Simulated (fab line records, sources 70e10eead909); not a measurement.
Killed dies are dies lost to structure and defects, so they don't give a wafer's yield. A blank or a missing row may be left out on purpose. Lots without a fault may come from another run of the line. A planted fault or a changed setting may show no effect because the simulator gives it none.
Which tool did it? | flow nand_harc | 12 lots, 36 wafers sampled, at 5 steps of a route of 1302

WHAT THE GAUGES READ, wafer by wafer
NHARC_END_SORT_01.
lot  | measured     | on        | killed_at_array | killed_at_other | killed_at_periphery | killed_dies | killed_open | killed_short
L474 | day 23 20:02 | prober-02 | 89 101 90       | 1 4 4           | 2 2 5               | 92 107 99   | 0 4 3       | 3 2 2
L475 | day 25 05:35 | prober-02 | 71 80 82        | 2 1 0           | 9 10 5              | 82 91 87    | 4 1 6       | 2 4 0
L479 | day 26 00:02 | prober-01 | 80 64 73        | 1 0 0           | 6 4 5               | 87 68 78    | 2 1 6       | 2 3 2
L480 | day 31 01:16 | prober-01 | 94 64 88        | 1 1 0           | 8 8 9               | 103 73 97   | 4 1 3       | 2 1 1
L484 | day 31 01:17 | prober-02 | 81 94 92        | 5 4 5           | 3 3 5               | 89 101 102  | 4 2 5       | 2 7 1
L482 | day 31 17:33 | prober-01 | 50 63 67        | 1 5 0           | 2 3 2               | 53 71 69    | 2 2 3       | 3 3 2
L483 | day 31 08:58 | prober-01 | 24 17 22        | 1 0 1           | 6 7 7               | 31 24 30    | 2 5 2       | 5 2 4
L491 | day 32 08:30 | prober-02 | 85 83 75        | 0 0 1           | 1 4 4               | 86 87 80    | 2 3 2       | 5 3 4
L490 | day 32 09:58 | prober-01 | 45 43 39        | 1 0 1           | 3 9 10              | 49 52 50    | 9 2 3       | 3 4 3
L493 | day 33 07:53 | prober-01 | 69 68 74        | 0 0 0           | 1 2 0               | 70 70 74    | 6 2 2       | 2 1 2
L496 | day 34 00:19 | prober-02 | 79 83 82        | 1 1 0           | 2 2 4               | 82 86 86    | 1 2 6       | 0 6 1
L497 | day 34 15:43 | prober-02 | 43 38 40        | 4 1 0           | 5 9 2               | 52 48 42    | 1 7 2       | 1 1 2

WHICH TOOL RAN EACH LOT (tool, then ch and the chambers of the sampled wafers, then the start)
lot  | NHARC_A_STAIRCASE_DESCUM_11        | NHARC_A_STAIRCASE_ETCH_13                     | NHARC_A_STAIRCASE_TRIM_14                     | NHARC_A_STAIRCASE_TRIM_22
L474 | rie_diel-10 ch 1,2,3, day 15 05:02 | rie_diel-10 ch 0,1,2, day 15 06:46 or earlier | rie_diel-10 ch 0,2,3, day 15 06:46 or earlier | rie_diel-03 ch 1,2,3, day 15 06:46
L475 | rie_diel-03 ch 0,2,3, day 16 09:27 | rie_diel-03 ch 1,2, day 16 11:01 or earlier   | rie_diel-03 ch 1,2, day 16 11:01 or earlier   | rie_diel-04 ch 0,3, day 16 11:01
L479 | rie_diel-04 ch 2,3, day 17 08:24   | rie_diel-04 ch 0,1,3, day 17 09:55 or earlier | rie_diel-04 ch 0,1,3, day 17 09:55 or earlier | rie_diel-04 ch 1,2,3, day 17 09:55
L480 | rie_diel-04 ch 0,3, day 18 12:26   | rie_diel-04 ch 1,3, day 18 14:46 or earlier   | rie_diel-04 ch 0,1,3, day 18 14:46 or earlier | rie_diel-04 ch 0,3, day 18 14:46
L484 | rie_diel-04 ch 0,1,2, day 19 06:36 | rie_diel-04 ch 0,2, day 19 08:00 or earlier   | rie_diel-04 ch 0,2, day 19 08:00 or earlier   | rie_diel-03 ch 0,2,3, day 19 08:00
L482 | rie_diel-10 ch 1,2,3, day 19 07:04 | rie_diel-10 ch 1,3, day 19 08:52 or earlier   | rie_diel-10 ch 1,2, day 19 08:52 or earlier   | rie_diel-04 ch 0,1,3, day 19 08:52
L483 | rie_diel-10 ch 1,2, day 19 18:51   | rie_diel-10 ch 1,3, day 19 20:37 or earlier   | rie_diel-10 ch 1,3, day 19 20:37 or earlier   | rie_diel-04 ch 1,3, day 19 20:37
L491 | rie_diel-03 ch 0,1,2, day 22 04:33 | rie_diel-03 ch 1,2,3, day 22 05:58 or earlier | rie_diel-03 ch 1,3, day 22 05:58 or earlier   | rie_diel-04 ch 1,3, day 22 05:58
L490 | rie_diel-04 ch 2,3, day 22 08:29   | rie_diel-04 ch 2,3, day 22 09:52 or earlier   | rie_diel-04 ch 0,1, day 22 09:52 or earlier   | rie_diel-04 ch 0,1,3, day 22 09:52
L493 | rie_diel-03 ch 0,1,2, day 24 00:15 | rie_diel-03 ch 0,2,3, day 24 01:40 or earlier | rie_diel-03 ch 0,3, day 24 01:40 or earlier   | rie_diel-04 ch 0,1,3, day 24 01:40
L496 | rie_diel-04 ch 0,1,2, day 25 02:28 | rie_diel-04 ch 0,2,3, day 25 03:55 or earlier | rie_diel-04 ch 1,2, day 25 03:55 or earlier   | rie_diel-04 ch 2,3, day 25 03:55
L497 | rie_diel-04 ch 1,2,3, day 25 23:28 | rie_diel-04 ch 1,2,3, day 26 00:51 or earlier | rie_diel-04 ch 0,1,3, day 26 00:51 or earlier | rie_diel-04 ch 0,2,3, day 26 00:51
- NHARC_A_STAIRCASE_DESCUM_11: chemistry O2, time 3 s.
- NHARC_A_STAIRCASE_ETCH_13: etches the open film in C4F8/O2, target depth 100 nm, time 40.5 s.
- NHARC_A_STAIRCASE_TRIM_14: chemistry O2, time 211.2 s.
- NHARC_A_STAIRCASE_TRIM_22: chemistry O2, time 211.2 s.

WHAT THE TOOLS THEMSELVES READ (means of the sampled wafers that have a number; where no wafer has one, the mark that the record gives instead)
NHARC_A_STAIRCASE_DESCUM_11.
lot  | tool        | drypump_motor_current_A (A) | oes_product_au (a.u.) | rf_vpp_V (V) | showerhead_plenum_p_Torr (Torr) | throttle_valve_pct (%)
L474 | rie_diel-10 | 5.8                         | 1.007                 | 57.7         | 1.94                            | 11.316
L475 | rie_diel-03 | 6.3                         | 1.002                 | 58.1         | 2.00                            | 11.302
L479 | rie_diel-04 | 5.9                         | 1.001                 | 58.4         | 1.81                            | 11.316
L480 | rie_diel-04 | 5.5                         | 1.004                 | 56.8         | 1.85                            | 11.305
L484 | rie_diel-04 | 5.9                         | 1.004                 | 57.4         | 1.86                            | 11.314
L482 | rie_diel-10 | 5.8                         | 1.002                 | 57.9         | 1.93                            | 11.310
L483 | rie_diel-10 | 6.2                         | 1.006                 | 57.8         | 1.90                            | 11.315
L491 | rie_diel-03 | 6.0                         | 0.991                 | 59.0         | 2.02                            | 11.316
L490 | rie_diel-04 | 5.9                         | 1.008                 | 57.1         | 1.80                            | 11.317
L493 | rie_diel-03 | 6.0                         | 0.993                 | 58.4         | 2.02                            | 11.317
L496 | rie_diel-04 | 5.9                         | 1.006                 | 57.8         | 1.85                            | 11.308
L497 | rie_diel-04 | 6.0                         | 1.011                 | 57.7         | 1.82                            | 11.305

NHARC_A_STAIRCASE_ETCH_13.
lot  | tool        | oes_product_au (a.u.) | rf_vpp_V (V)
L474 | rie_diel-10 | 0.947                 | 898
L475 | rie_diel-03 | 0.944                 | 900
L479 | rie_diel-04 | 0.952                 | 893
L480 | rie_diel-04 | 0.931                 | 892
L484 | rie_diel-04 | 0.926                 | 892
L482 | rie_diel-10 | 0.938                 | 899
L483 | rie_diel-10 | 0.942                 | 900
L491 | rie_diel-03 | 0.953                 | 902
L490 | rie_diel-04 | 0.942                 | 889
L493 | rie_diel-03 | 0.955                 | 901
L496 | rie_diel-04 | 0.941                 | 890
L497 | rie_diel-04 | 0.956                 | 891

NHARC_A_STAIRCASE_TRIM_14.
lot  | tool        | drypump_motor_current_A (A) | oes_product_au (a.u.) | rf_vpp_V (V) | showerhead_plenum_p_Torr (Torr) | throttle_valve_pct (%)
L474 | rie_diel-10 | 5.8                         | 1.007                 | 58.4         | 3.50                            | 17.039
L475 | rie_diel-03 | 5.8                         | 0.998                 | 59.0         | 3.73                            | 17.032
L479 | rie_diel-04 | 5.8                         | 1.007                 | 57.7         | 3.43                            | 17.045
L480 | rie_diel-04 | 5.8                         | 1.007                 | 57.4         | 3.43                            | 17.038
L484 | rie_diel-04 | 5.6                         | 1.004                 | 57.2         | 3.42                            | 17.042
L482 | rie_diel-10 | 6.1                         | 1.010                 | 57.8         | 3.50                            | 17.041
L483 | rie_diel-10 | 5.5                         | 1.012                 | 57.7         | 3.61                            | 17.037
L491 | rie_diel-03 | 5.8                         | 1.009                 | 58.5         | 3.67                            | 17.033
L490 | rie_diel-04 | 5.7                         | 1.001                 | 57.7         | 3.45                            | 17.038
L493 | rie_diel-03 | 6.1                         | 0.991                 | 59.0         | 3.71                            | 17.036
L496 | rie_diel-04 | 6.1                         | 1.006                 | 58.0         | 3.38                            | 17.044
L497 | rie_diel-04 | 5.8                         | 1.008                 | 57.0         | 3.40                            | 17.042

NHARC_A_STAIRCASE_TRIM_22.
lot  | tool        | drypump_motor_current_A (A) | oes_product_au (a.u.) | rf_vpp_V (V) | showerhead_plenum_p_Torr (Torr) | throttle_valve_pct (%)
L474 | rie_diel-03 | 6.1                         | 1.004                 | 58.2         | 3.69                            | 17.025
L475 | rie_diel-04 | 5.6                         | 1.003                 | 57.1         | 3.38                            | 17.045
L479 | rie_diel-04 | 6.0                         | 1.003                 | 57.8         | 3.40                            | 17.034
L480 | rie_diel-04 | 5.6                         | 0.906                 | 57.9         | 3.37                            | 17.036
L484 | rie_diel-03 | 6.4                         | 1.001                 | 58.4         | 3.67                            | 17.035
L482 | rie_diel-04 | 5.8                         | 0.901                 | 57.4         | 3.43                            | 17.046
L483 | rie_diel-04 | 5.9                         | 0.948                 | 58.1         | 3.38                            | 17.043
L491 | rie_diel-04 | 5.9                         | 0.998                 | 56.4         | 3.37                            | 17.032
L490 | rie_diel-04 | 5.8                         | 0.998                 | 57.8         | 3.41                            | 17.041
L493 | rie_diel-04 | 5.8                         | 1.007                 | 57.5         | 3.41                            | 17.031
L496 | rie_diel-04 | 5.8                         | 1.004                 | 57.1         | 3.31                            | 17.032
L497 | rie_diel-04 | 5.7                         | 1.011                 | 57.4         | 3.35                            | 17.046

THE ANSWER, worked out from the rows above alone
Rule: what is usual is taken from the lots themselves. Put in order of their means at a reading, lots are off if they are a third of the lots or fewer, leave a main group of 4 or more, and stand apart from it by a gap of 3 or more times the standard deviation of the main group's means; of several such gaps the widest counts. A main group whose means are all the same, to the digits that the tables above print for the reading, isn't used. A lot without any number at a reading at which 4 lots or more have one is off too. The other lots that the step has rows for count as sound. The gauges are gone through in route order, then the tools' own readings, and for those a lot's mean is taken as printed above. The first step at which some lot is off is used, and at that step the reading that is off furthest; a lot without a number counts as furthest.
Off: L480, L482, L483, at NHARC_A_STAIRCASE_TRIM_22 (oes_product_au). The main group: mean 1.003 a.u., standard deviation 0.0039.
A tool fits if, at that step or a process step before it, it ran every lot that is off, and no sound lot after the first of them. NHARC_A_STAIRCASE_ETCH_13 gives no start for some lots, so the hours and the order of its lots are those of NHARC_A_STAIRCASE_TRIM_22. NHARC_A_STAIRCASE_TRIM_14 gives no start for some lots, so the hours and the order of its lots are those of NHARC_A_STAIRCASE_TRIM_22. None of those tried fits.

WHAT THE SIMULATOR HAD PUT IN
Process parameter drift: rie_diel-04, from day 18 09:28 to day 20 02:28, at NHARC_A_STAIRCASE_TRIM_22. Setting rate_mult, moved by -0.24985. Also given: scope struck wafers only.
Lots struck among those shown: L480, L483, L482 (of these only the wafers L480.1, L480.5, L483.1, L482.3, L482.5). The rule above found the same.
